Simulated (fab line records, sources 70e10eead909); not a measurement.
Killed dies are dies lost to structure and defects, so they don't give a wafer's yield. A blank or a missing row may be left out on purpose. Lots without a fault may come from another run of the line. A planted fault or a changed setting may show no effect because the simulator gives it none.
fab line records | flow nand_harc
record lots=12 wafers=36 last_day=25
route steps=1159 shown A_CONTACT@939 END@1159
lots that met no fault: from a run of the same line without faults
start_h: hours from the record's first day to the start of the lot's first wafer shown | wait_h: hours since the lot's step before | " the same as in the row above | L1.1+2: a row that stands for several wafers | - no value, or no start given | * or withheld: withheld | < > ~ a bound
route shown NAME@n: a module of which the file shows steps, and the number in the route of the first | usual: mean/standard deviation of fault-free wafers | same: alike in all rows | chamber/n: place in a boat | sites: the reading at each site | _std_site: their standard deviation | _edge_site: outer sites' mean less inner sites' | radius_mm: how far each site lies from the wafer's centre | mask NAME#n: copy n | behind: the tool/chamber that last shaped the wafer | hold: why the lot was held/for how many hours/how that ended | device: the transistor (n, p or np) that didn't switch | end of line: the same wafers' tests at the end of the route | a step without rows: its recipe alone | killed: dies lost to structure and defects at the first sort, not the wafer's yield | map: a wafer's dies, x killed, . not, _ none there
set.NAME: the setting as run; set.NAME@STEP: as run at that earlier step | model.NAME: the simulator's own value behind a step, which no gauge read
steps of the route over a sample of lots; a table a step, a row a wafer
services: from which hour (start_h, from the record's first day; less than 0 if before it) a tool's chamber was out of use, for how many hours, and why
## steps
# step NHARC_A_CONTACT_ETCH_88
# recipe target_depth_a=390 over_etch_frac=0.3 time_s=65 ion_energy_ev=80 cf4_flow_sccm=150 ar_flow_sccm=0 rf_w=300 bias_w=100 chemistry=CF4
# usual drypump_motor_current_A=5.6/0.49 oes_product_au=1.000/0.0084 rf_vpp_V=150.8/1.3 showerhead_plenum_p_Torr=1.73/0.079 throttle_valve_pct=13.284/0.0094
# columns lot.wafer tool chamber start_h wait_h drypump_motor_current_A oes_product_au rf_hours_counter_h rf_vpp_V showerhead_plenum_p_Torr throttle_valve_pct
L463.4 rie_diel-01 0 387.47 0.1 4.8 0.997 10 152.7 1.84 13.293
L463.1 " 1 " " 5.1 0.994 11 150.4 1.70 13.286
L463.3 " 2 " " 5.3 0.991 10 150.2 1.67 13.269
L464.1 rie_diel-01 1 395.15 0.1 5.1 1.003 11 150.2 1.70 13.292
L464.5 " 3 " " 5.9 0.998 - 150.1 1.66 13.295
L464.4 " 1 " " 5.1 0.989 - 151.2 1.70 13.291
L468.1 rie_diel-01 3 414.95 0.1 5.9 1.005 14 149.3 1.66 13.280
L468.3 " 0 " " 4.9 0.988 13 152.3 1.84 13.287
L468.2 " 1 " " 5.1 1.003 14 149.9 1.70 13.275
L471.4 rie_diel-01 2 431.90 0.1 5.3 1.011 19 150.1 1.67 13.280
L471.1 " 3 " " 5.9 1.011 19 150.1 1.66 13.291
L471.6 " 2 " " 5.3 1.002 - 150.3 1.67 13.277
L469.4 rie_diel-01 0 437.84 0.1 4.8 1.005 18 150.0 1.84 13.292
L469.3 " 1 " " 5.1 0.992 20 150.3 1.70 13.292
L469.6 " 2 " " 5.3 1.006 - 150.3 1.67 13.291
L472.3 rie_diel-01 2 442.10 0.1 5.3 1.006 22 149.7 1.67 13.280
L472.1 " 3 " " 5.9 1.010 22 150.4 1.66 13.274
L472.6 " 2 " " 5.4 0.999 - 151.0 1.67 13.292
L475.3 rie_diel-01 3 459.58 0.1 5.9 1.007 28 148.6 1.66 13.297
L475.4 " 1 " " 5.1 0.999 26 149.0 1.70 13.298
L475.5 " 2 " " 5.3 0.987 - 151.2 1.67 13.292
L474.3 rie_diel-01 1 465.26 0.1 5.1 0.992 28 151.2 1.70 13.300
L474.6 " 2 " " 5.3 0.999 - 149.5 1.67 13.308
L474.5 " 3 " " 5.9 1.005 - 150.1 1.66 13.287
L478.1 rie_diel-01 2 469.09 0.1 5.3 0.990 29 150.1 1.67 13.278
L478.5 " 2 " " 5.3 0.999 - 150.2 1.67 13.270
L478.6 " 3 " " 5.9 1.013 - 149.5 1.66 13.276
L479.3 rie_diel-01 0 474.74 0.1 4.8 1.003 30 152.4 1.84 13.285
L479.4 " 1 " " 5.1 0.997 30 151.0 1.70 13.275
L479.5 " 0 " " 4.9 0.988 - 151.6 1.84 13.285
L485.2 rie_diel-01 2 501.42 0.1 5.4 0.988 0 148.9 1.67 13.289
L485.4 " 3 " " 5.9 1.008 0 149.6 1.66 13.279
L485.1 " 0 " " 4.9 0.990 0 152.0 1.83 13.273
L486.4 rie_diel-01 3 532.22 0.1 5.9 1.005 4 148.2 1.66 13.283
L486.3 " 0 " " 4.8 0.994 4 151.5 1.83 13.263
L486.2 " 2 " " 5.3 0.982 5 150.4 1.66 13.272
# step NHARC_A_CONTACT_ETCH_136
# recipe source_w=withheld pressure_mtorr=20 bias_v=3000 time_s=132 target_depth_a=12870 ar_flow_sccm=withheld c4f8_flow_sccm=withheld o2_flow_sccm=withheld chemistry=C4F8/O2/Ar
# columns lot.wafer tool chamber start_h wait_h rf_hours_counter_h
L463.1 har_cap_etch-01 1 388.69 0.1 59
L463.3 " 1 " " -
L463.4 " 0 " " -
L464.1 har_cap_etch-03 1 396.54 0.1 85
L464.4 " 0 " " -
L464.5 " 1 " " -
L468.1 har_cap_etch-01 1 416.17 0.1 63
L468.2 " 0 " " 63
L468.3 " 1 " " -
L471.1 har_cap_etch-03 0 433.15 0.1 92
L471.4 " 1 " " -
L471.6 " 1 " " -
L469.3 har_cap_etch-02 0 439.09 0.1 -
L469.4 " 1 " " -
L469.6 " 0 " " -
L472.1 har_cap_etch-03 0 443.49 0.1 94
L472.3 " 0 " " -
L472.6 " 0 " " -
L475.3 har_cap_etch-02 1 460.88 0.1 -
L475.4 " 0 " " -
L475.5 " 0 " " -
L474.3 har_cap_etch-03 1 466.53 0.1 -
L474.5 " 0 " " -
L474.6 " 1 " " -
L478.1 har_cap_etch-03 0 470.42 0.1 99
L478.6 " 1 " " -
L478.5 " 0 " " -
L479.3 har_cap_etch-03 1 476.03 0.1 -
L479.4 " 0 " " -
L479.5 " 1 " " -
L485.1 har_cap_etch-01 1 502.66 0.1 82
L485.2 " 0 " " 82
L485.4 " 1 " " -
L486.2 har_cap_etch-02 1 533.47 0.1 40
L486.3 " 0 " " -
L486.4 " 1 " " -
# step NHARC_A_CONTACT_STRIP_26
# recipe o2_flow_sccm=500 ar_flow_sccm=0 bias_w=0 chemistry=O2
# usual drypump_motor_current_A=5.7/0.52 oes_product_au=1.001/0.0086 rf_vpp_V=57.5/0.94 showerhead_plenum_p_Torr=3.47/0.17 throttle_valve_pct=17.036/0.0092
# columns lot.wafer tool chamber start_h wait_h drypump_motor_current_A oes_product_au rf_hours_counter_h rf_vpp_V showerhead_plenum_p_Torr throttle_valve_pct
L463.1 rie_diel-01 0 - - 4.9 0.988 11 58.2 3.67 17.035
L463.4 " 1 " " 5.1 0.992 11 57.3 3.40 17.046
L463.3 " 2 " " 5.3 1.002 11 56.3 3.33 17.038
L464.1 rie_diel-01 3 - - 5.9 1.008 12 58.6 3.32 17.039
L464.4 " 2 " " 5.3 0.992 - 58.1 3.33 17.028
L464.5 " 3 " " 5.9 1.005 - 57.7 3.32 17.035
L468.3 rie_diel-01 3 - - 5.9 1.006 15 57.5 3.32 17.014
L468.1 " 0 " " 4.9 0.997 14 58.7 3.67 17.023
L468.2 " 1 " " 5.1 0.990 14 56.8 3.40 17.025
L471.4 rie_diel-13 1 - - 6.3 1.004 54 56.5 3.46 17.054
L471.1 " 3 " " 5.4 0.992 54 58.4 3.74 17.037
L471.6 " 2 " " 5.8 0.997 - 57.9 3.43 17.037
L469.3 rie_diel-13 1 - - 6.3 1.001 56 58.0 3.46 17.042
L469.4 " 3 " " 5.4 0.993 55 57.7 3.74 17.051
L469.6 " 0 " " 5.3 1.004 - 58.1 3.32 17.033
L472.1 rie_diel-04 0 - - 5.8 0.995 55 56.2 3.29 17.040
L472.3 " 1 " " 6.6 1.022 62 56.1 3.50 17.034
L472.6 " 3 " " 6.2 1.004 - 57.1 3.35 17.027
L475.4 rie_diel-13 2 - - 5.8 1.004 0 58.7 3.42 17.037
L475.3 " 3 " " 5.5 1.000 0 57.7 3.74 17.037
L475.5 " 1 " " 6.2 0.997 - 58.2 3.45 17.023
L474.3 rie_diel-13 3 - - 5.4 0.993 1 58.1 3.74 17.043
L474.5 " 1 " " 6.3 0.991 - 56.5 3.45 17.043
L474.6 " 2 " " 5.8 1.000 - 57.8 3.42 17.029
L478.1 rie_diel-01 3 - - 5.9 1.007 31 56.8 3.31 17.019
L478.6 " 3 " " 5.9 1.005 - 58.1 3.31 17.027
L478.5 " 0 " " 4.9 1.005 - 58.5 3.66 17.035
L479.3 rie_diel-04 1 - - 6.6 1.015 0 57.5 3.50 17.035
L479.4 " 0 " " 5.8 1.004 0 55.7 3.81 17.056
L479.5 " 2 " " 6.3 1.011 - 56.8 3.77 17.039
L485.4 rie_diel-01 2 - - 5.3 0.990 0 55.2 3.32 17.048
L485.1 " 3 " " 5.9 1.008 0 56.2 3.31 17.038
L485.2 " 0 " " 4.9 0.985 1 58.6 3.66 17.042
L486.3 rie_diel-01 1 - - 5.1 0.994 6 56.3 3.38 17.030
L486.4 " 2 " " 5.4 0.990 6 58.7 3.32 17.052
L486.2 " 3 " " 5.9 0.994 5 55.8 3.30 17.030
# step NHARC_A_CONTACT_ALD_18
# recipe target_thk_a=30 pulse_time_s=1 ald_cycles=150 temp_c=450 material=TiN
# usual ald_cycles=150/0 heater_power_outer_w=725/82 heater_power_w=1122/130 precursor_pulse_height_rel=1.000/0.021
# columns lot.wafer tool chamber start_h wait_h ald_cycles heater_power_outer_w heater_power_w precursor_pulse_height_rel
L463.3 ald_metal-02 2 390.70 - 150 751 1291 0.996
L463.1 " 0 " " 150 613 966 0.948
L463.4 " 2 " " 150 761 1315 1.006
L464.1 ald_metal-04 2 398.53 - 150 750 1132 1.028
L464.4 " 1 " " 150 644 1040 0.998
L464.5 " 3 " " 150 691 1019 0.971
L468.1 ald_metal-02 1 418.11 - 150 852 1316 0.991
L468.2 " 2 " " 150 762 1328 0.995
L468.3 " 0 " " 150 601 955 1.005
L471.1 ald_metal-01 2 435.14 - 150 675 1119 0.993
L471.4 " 1 " " 150 783 1119 1.000
L471.6 " 3 " " 150 790 1188 0.996
L469.3 ald_metal-01 3 441.04 - 150 797 1161 1.006
L469.4 " 2 " " 150 700 1083 0.974
L469.6 " 0 " " 150 609 951 0.986
L472.3 ald_metal-02 1 445.62 - 150 836 1307 0.980
L472.1 " 2 " " 150 776 1300 0.985
L472.6 " 0 " " 150 607 940 0.976
L475.3 ald_metal-04 0 462.93 - - - - -
L475.4 " 2 " " - - - -
L475.5 " 3 " " - - - -
L474.3 ald_metal-01 1 468.72 - - - - -
L474.5 " 3 " " - - - -
L474.6 " 0 " " - - - -
L478.1 ald_metal-02 0 472.32 - - - - -
L478.6 " 0 " " - - - -
L478.5 " 1 " " - - - -
L479.3 ald_metal-02 2 477.92 - 150 780 1307 1.005
L479.4 " 1 " " 150 831 1330 0.981
L479.5 " 2 " " 150 780 1295 1.029
L485.1 ald_metal-02 1 504.58 - 150 836 1314 0.986
L485.4 " 2 " " 150 762 1337 1.046
L485.2 " 0 " " 150 598 933 0.992
L486.2 ald_metal-02 0 535.40 - 150 623 978 1.032
L486.4 " 1 " " 150 842 1323 1.004
L486.3 " 2 " " 150 780 1294 1.022
# step NHARC_END_SORT_01
# recipe temp_c=25
# usual killed_at_array=25/9.2 killed_at_other=0.8/1.2 killed_at_periphery=3.9/2.6 killed_dies=30/9.7 killed_open=3.4/1.9 killed_short=2.0/1.4
# same gross_dies=677
# columns lot.wafer tool chamber start_h wait_h killed_at_array killed_at_other killed_at_periphery killed_dies killed_open killed_short
L464.1 prober-02 0 451.39 2.5 14 0 4 18 1 0
L464.4 prober-02 0 453.81 3.4 19 0 3 22 2 3
L464.5 prober-02 0 454.61 3.7 11 0 3 14 1 0
L463.1 prober-01 0 459.25 2.5 20 0 7 27 1 0
L463.3 prober-01 0 460.84 3.1 15 0 3 18 2 1
L463.4 prober-01 0 461.64 3.4 21 0 7 28 4 4
L468.1 prober-01 0 467.02 2.5 20 0 1 21 3 3
L468.2 prober-01 0 467.82 2.8 12 0 5 17 4 2
L468.3 prober-01 0 468.61 3.1 24 0 2 26 3 1
L471.1 prober-01 0 483.29 2.6 29 0 5 34 1 5
L471.4 prober-01 0 485.70 3.4 32 0 6 38 5 3
L471.6 prober-01 0 487.30 4.0 38 0 6 44 6 5
L469.3 prober-01 0 492.66 3.1 13 0 10 23 3 0
L469.4 prober-01 0 493.45 3.4 15 0 10 25 4 0
L469.6 prober-01 0 495.04 4.0 8 0 9 17 1 1
L475.3 prober-01 0 516.79 3.1 674 0 3 677 5 1
L475.4 prober-01 0 517.59 3.4 671 0 6 677 2 2
L475.5 prober-01 0 518.40 3.7 669 1 7 677 3 3
L474.3 prober-02 0 519.11 3.1 674 2 1 677 4 2
L474.5 prober-02 0 520.73 3.7 673 2 2 677 4 5
L474.6 prober-02 0 521.54 4.1 674 1 2 677 2 1
L478.1 prober-02 0 536.14 2.5 671 2 4 677 5 2
L478.5 prober-02 0 539.32 3.7 670 3 4 677 2 1
L478.6 prober-02 0 540.11 4.0 676 0 1 677 5 1
L479.3 prober-01 0 537.70 3.1 27 0 7 34 2 2
L479.4 prober-01 0 538.51 3.4 31 1 7 39 2 4
L479.5 prober-01 0 539.32 3.7 25 2 4 31 3 1
L486.2 prober-02 0 591.64 2.8 17 3 6 26 5 1
L486.3 prober-02 0 592.43 3.1 27 1 2 30 9 1
L486.4 prober-02 0 593.22 3.4 12 0 1 13 2 2
# killed by level:class
L464.1 P_STI:chamber_film_flake=4 A_CHANNEL_HOLE_D1:chamber_film_flake=4 A_STAIRCASE:chamber_film_flake=3 A_SLIT:chamber_film_flake=3 A_M0:geometric_particle:open=1 A_ZERO_WELL:chamber_film_flake=1 A_WL_FILL:chamber_film_flake=1 A_CONTACT:chamber_film_flake=1
L464.4 A_SLIT:chamber_film_flake=6 A_STAIRCASE:chamber_film_flake=3 A_CONTACT:chamber_film_flake=3 P_GATE:chamber_film_flake=2 A_WL_FILL:chamber_film_flake=2 P_M1:geometric_particle:open=1 A_CHANNEL_HOLE_D1:geometric_particle:short=1 A_CONTACT:geometric_particle:short=1
L464.5 A_SLIT:chamber_film_flake=4 A_STAIRCASE:chamber_film_flake=2 A_CONTACT:chamber_film_flake=2 A_ONON_D1:geometric_particle:open=1 P_STI:chamber_film_flake=1 P_GATE:chamber_film_flake=1 P_BONDPAD:chamber_film_flake=1 A_CHANNEL_HOLE_D1:chamber_film_flake=1
L463.1 A_SLIT:chamber_film_flake=10 A_STAIRCASE:chamber_film_flake=3 A_BONDPAD:chamber_film_flake=3 P_STI:chamber_film_flake=2 P_BONDPAD:chamber_film_flake=2 A_CHANNEL_HOLE_D1:chamber_film_flake=2 P_STI:geometric_particle:open=1 P_ZERO_WELL:chamber_film_flake=1
L463.3 A_SLIT:chamber_film_flake=8 P_STI:chamber_film_flake=2 A_CHANNEL_FILL_D1:geometric_particle:open=1 A_CONTACT:geometric_particle:short=1 A_M0:geometric_particle:open=1 P_ZERO_WELL:chamber_film_flake=1 A_CHANNEL_HOLE_D1:chamber_film_flake=1 A_STAIRCASE:chamber_film_flake=1
L463.4 A_SLIT:chamber_film_flake=8 P_STI:chamber_film_flake=5 A_ONON_D1:geometric_particle:short=2 A_WL_FILL:geometric_particle:short=2 A_CONTACT:geometric_particle:open=2 P_ZERO_WELL:chamber_film_flake=2 A_STAIRCASE:chamber_film_flake=2 A_BONDPAD:chamber_film_flake=2
L468.1 A_SLIT:chamber_film_flake=6 A_STAIRCASE:chamber_film_flake=3 A_CONTACT:chamber_film_flake=3 A_WL_FILL:geometric_particle:short=2 P_GATE:geometric_particle:open=1 A_ONON_D1:geometric_particle:open=1 A_SGD_CUT:geometric_particle:open=1 A_M0:geometric_particle:short=1
L468.2 P_STI:chamber_film_flake=3 A_SLIT:chamber_film_flake=3 A_STAIRCASE:chamber_film_flake=2 P_GATE:geometric_particle:open=1 P_M0:geometric_particle:open=1 A_SOURCE_PLATE:geometric_particle:open=1 A_ONON_D1:geometric_particle:short=1 A_WL_FILL:geometric_particle:short=1
L468.3 A_SLIT:chamber_film_flake=12 A_STAIRCASE:chamber_film_flake=7 P_M0:geometric_particle:open=1 A_ONON_D1:geometric_particle:open=1 A_CHANNEL_FILL_D1:geometric_particle:open=1 A_WL_FILL:geometric_particle:short=1 P_STI:chamber_film_flake=1 A_CHANNEL_HOLE_D1:chamber_film_flake=1
L471.1 A_SLIT:chamber_film_flake=9 A_STAIRCASE:chamber_film_flake=5 A_SGD_CUT:chamber_film_flake=5 P_STI:chamber_film_flake=4 A_CONTACT:chamber_film_flake=3 A_CHANNEL_HOLE_D1:chamber_film_flake=2 P_M0:geometric_particle:open=1 A_SOURCE_PLATE:geometric_particle:short=1
L471.4 A_SLIT:chamber_film_flake=12 A_STAIRCASE:chamber_film_flake=8 P_STI:chamber_film_flake=3 A_SGD_CUT:chamber_film_flake=3 P_M0:geometric_particle:open=2 A_CHANNEL_HOLE_D1:chamber_film_flake=2 A_CHANNEL_FILL_D1:geometric_particle:short=1 A_WL_FILL:geometric_particle:open=1
L471.6 A_SLIT:chamber_film_flake=15 A_STAIRCASE:chamber_film_flake=5 A_SGD_CUT:chamber_film_flake=5 A_CHANNEL_HOLE_D1:chamber_film_flake=4 A_CONTACT:geometric_particle:open=3 P_STI:chamber_film_flake=2 A_CONTACT:chamber_film_flake=2 P_ZERO_WELL:geometric_particle:short=1
L469.3 P_ZERO_WELL:chamber_film_flake=5 A_STAIRCASE:chamber_film_flake=5 A_CHANNEL_HOLE_D1:chamber_film_flake=3 P_STI:chamber_film_flake=2 A_CONTACT:chamber_film_flake=2 P_GATE:geometric_particle:open=1 P_M0:geometric_particle:open=1 A_CONTACT:geometric_particle:open=1
L469.4 P_ZERO_WELL:chamber_film_flake=7 A_CHANNEL_HOLE_D1:chamber_film_flake=4 P_STI:chamber_film_flake=3 A_SLIT:chamber_film_flake=3 A_WL_FILL:geometric_particle:open=2 A_STAIRCASE:chamber_film_flake=2 A_CHANNEL_FILL_D1:geometric_particle:open=1 A_CONTACT:geometric_particle:open=1
L469.6 P_ZERO_WELL:chamber_film_flake=5 P_STI:chamber_film_flake=4 A_CHANNEL_HOLE_D1:chamber_film_flake=2 A_STAIRCASE:chamber_film_flake=2 A_CONTACT:chamber_film_flake=2 A_CONTACT:geometric_particle:short=1 A_CONTACT:geometric_particle:open=1
L475.3 A_CONTACT:area_ald=650 A_SLIT:chamber_film_flake=14 A_CONTACT:geometric_particle:open=3 A_CONTACT:chamber_film_flake=3 P_M0:geometric_particle:open=2 A_CHANNEL_HOLE_D1:chamber_film_flake=2 A_M1:geometric_particle:short=1 P_GATE:chamber_film_flake=1
L475.4 A_CONTACT:area_ald=647 A_SLIT:chamber_film_flake=11 A_CHANNEL_HOLE_D1:chamber_film_flake=4 A_CONTACT:chamber_film_flake=4 A_STAIRCASE:chamber_film_flake=3 P_ZERO_WELL:chamber_film_flake=2 P_GATE:chamber_film_flake=2 P_STI:geometric_particle:short=1
L475.5 A_CONTACT:area_ald=648 A_CONTACT:chamber_film_flake=7 A_CHANNEL_HOLE_D1:chamber_film_flake=5 A_SLIT:chamber_film_flake=5 P_ZERO_WELL:chamber_film_flake=2 P_GATE:chamber_film_flake=2 A_STAIRCASE:chamber_film_flake=2 P_GATE:geometric_particle:open=1
L474.3 A_CONTACT:area_ald=639 A_CHANNEL_HOLE_D1:chamber_film_flake=17 A_SLIT:chamber_film_flake=9 A_CONTACT:chamber_film_flake=3 A_M0:geometric_particle:open=2 HYBRID_BOND:chamber_film_flake=2 P_CONTACT:geometric_particle:short=1 A_CHANNEL_HOLE_D1:geometric_particle:open=1
L474.5 A_CONTACT:area_ald=640 A_SLIT:chamber_film_flake=12 A_CHANNEL_HOLE_D1:chamber_film_flake=8 A_CONTACT:geometric_particle:open=3 A_CONTACT:chamber_film_flake=3 A_CHANNEL_FILL_D1:geometric_particle:short=2 HYBRID_BOND:chamber_film_flake=2 P_STI:geometric_particle:short=1
L474.6 A_CONTACT:area_ald=640 A_CHANNEL_HOLE_D1:chamber_film_flake=17 A_SLIT:chamber_film_flake=11 A_ONON_D1:geometric_particle:open=1 A_CONTACT:geometric_particle:open=1 A_CONTACT:geometric_particle:short=1 P_ZERO_WELL:chamber_film_flake=1 P_GATE:chamber_film_flake=1
L478.1 A_CONTACT:area_ald=639 A_SLIT:chamber_film_flake=12 A_CHANNEL_HOLE_D1:chamber_film_flake=11 THIN_TSV:chamber_film_flake=2 P_CONTACT:geometric_particle:open=1 A_SOURCE_PLATE:geometric_particle:open=1 A_ONON_D1:geometric_particle:short=1 A_CHANNEL_HOLE_D1:geometric_particle:short=1
L479.3 A_SLIT:chamber_film_flake=10 A_CONTACT:chamber_film_flake=7 P_M1:chamber_film_flake=5 A_CHANNEL_HOLE_D1:chamber_film_flake=3 A_BLC:chamber_film_flake=2 P_GATE:geometric_particle:short=1 A_ONON_D1:geometric_particle:open=1 A_ONON_D1:geometric_particle:short=1
L479.4 A_CONTACT:chamber_film_flake=10 A_SLIT:chamber_film_flake=9 A_CHANNEL_HOLE_D1:chamber_film_flake=5 P_M1:chamber_film_flake=3 P_CONTACT:chamber_film_flake=2 A_ZERO_WELL:chamber_film_flake=2 P_GATE:geometric_particle:short=1 P_M0:geometric_particle:short=1
L478.5 A_CONTACT:area_ald=646 A_CHANNEL_HOLE_D1:chamber_film_flake=15 A_SLIT:chamber_film_flake=6 P_M1:chamber_film_flake=3 THIN_TSV:chamber_film_flake=3 P_CONTACT:geometric_particle:open=1 A_SOURCE_PLATE:geometric_particle:open=1 A_CHANNEL_HOLE_D1:geometric_particle:short=1
L479.5 A_SLIT:chamber_film_flake=12 A_CHANNEL_HOLE_D1:chamber_film_flake=4 A_CONTACT:chamber_film_flake=3 P_CONTACT:chamber_film_flake=2 P_M1:chamber_film_flake=2 THIN_TSV:chamber_film_flake=2 A_CHANNEL_FILL_D1:geometric_particle:open=1 A_SGD_CUT:geometric_particle:open=1
L478.6 A_CONTACT:area_ald=630 A_CHANNEL_HOLE_D1:chamber_film_flake=24 A_SLIT:chamber_film_flake=13 A_CONTACT:geometric_particle:open=2 A_STAIRCASE:chamber_film_flake=2 P_CONTACT:geometric_particle:open=1 A_WL_FILL:geometric_particle:short=1 A_WL_FILL:geometric_particle:open=1
L486.2 A_CHANNEL_HOLE_D1:chamber_film_flake=10 P_M1:chamber_film_flake=3 THIN_TSV:chamber_film_flake=2 P_GATE:geometric_particle:open=1 P_M1:geometric_particle:open=1 A_CHANNEL_HOLE_D1:geometric_particle:open=1 A_SGD_CUT:geometric_particle:open=1 A_M0:geometric_particle:open=1
L486.3 A_CHANNEL_HOLE_D1:chamber_film_flake=7 A_WL_FILL:chamber_film_flake=5 A_M0:geometric_particle:open=3 A_M0:chamber_film_flake=3 A_ONON_D1:geometric_particle:open=2 A_STAIRCASE:chamber_film_flake=2 A_CONTACT:chamber_film_flake=2 P_GATE:geometric_particle:open=1
L486.4 A_CHANNEL_HOLE_D1:chamber_film_flake=4 A_M0:chamber_film_flake=3 P_STI:geometric_particle:short=1 A_ONON_D1:geometric_particle:open=1 A_CHANNEL_FILL_D1:geometric_particle:short=1 A_M1:geometric_particle:open=1 A_SLIT:chamber_film_flake=1 A_CONTACT:chamber_film_flake=1
## services
# columns tool chamber start_h hours kind
ald_metal-02 - 364.00 10.0 pm
rie_diel-04 3 365.31 26.3 repair
rie_diel-01 0 372.87 - clean
rie_diel-01 1 372.87 - clean
rie_diel-01 2 372.87 - clean
rie_diel-01 3 372.87 - clean
ald_metal-02 3 383.71 13.3 repair
rie_diel-01 0 391.93 6.4 repair
ald_metal-01 - 393.18 0.5 repair
ald_metal-04 - 406.00 10.0 pm
rie_diel-04 0 406.09 10.4 repair
rie_diel-13 2 415.09 6.4 repair
rie_diel-01 0 422.42 2.4 repair
ald_metal-01 - 437.58 2.8 repair
rie_diel-13 - 453.00 9.0 pm
ald_metal-01 - 458.00 10.0 pm
rie_diel-04 - 467.04 9.0 pm
har_cap_etch-01 - 479.00 0.8 repair
ald_metal-01 3 486.49 5.1 repair
rie_diel-01 - 491.81 9.0 pm
rie_diel-13 2 494.78 4.1 repair
ald_metal-04 3 500.99 6.4 repair
rie_diel-04 3 519.94 5.5 repair
rie_diel-13 0 531.08 2.8 repair
## key
first_sign step=NHARC_A_CONTACT_ALD_18 reading=tool_record direction=missing
effect step=NHARC_END_SORT_01 reading=killed_at_array direction=up sigmas=70 usual=25 struck=672
more_kills_born_at NHARC_A_CONTACT_ALD_18@ald_metal-04=1945 NHARC_A_CONTACT_ALD_18@ald_metal-01=1919 NHARC_A_CONTACT_ALD_18@ald_metal-02=1915
met_at NHARC_A_CONTACT_ALD_18
struck_lots L474,L475,L478
later_rows_left_out L474.3,L474.5,L474.6,L475.3,L475.4,L475.5,L478.1,L478.5,L478.6
tester_left_out L474,L475,L478
not_acting_at NHARC_A_CONTACT_ETCH_88,NHARC_A_CONTACT_ETCH_136,NHARC_A_CONTACT_STRIP_26
onset_between 445.62 462.93
fault kind=skipped_step_whole tool=ald_metal-01,ald_metal-02,ald_metal-04 chamber=- onset_h=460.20 steps=NHARC_A_CONTACT_ALD_18 scope=struck_lots_only
# tester_left_out: of these lots the tester's yield and bins aren't shown, on N5 and GAA mostly nor the transistor test; their killed dies are dies lost to structure and defects alone, not to doping, threshold or leakage, so they don't give the yield
# later_rows_left_out: the simulator's readings of these wafers behind a module that went badly wrong aren't trusted and aren't shown, but for the sort
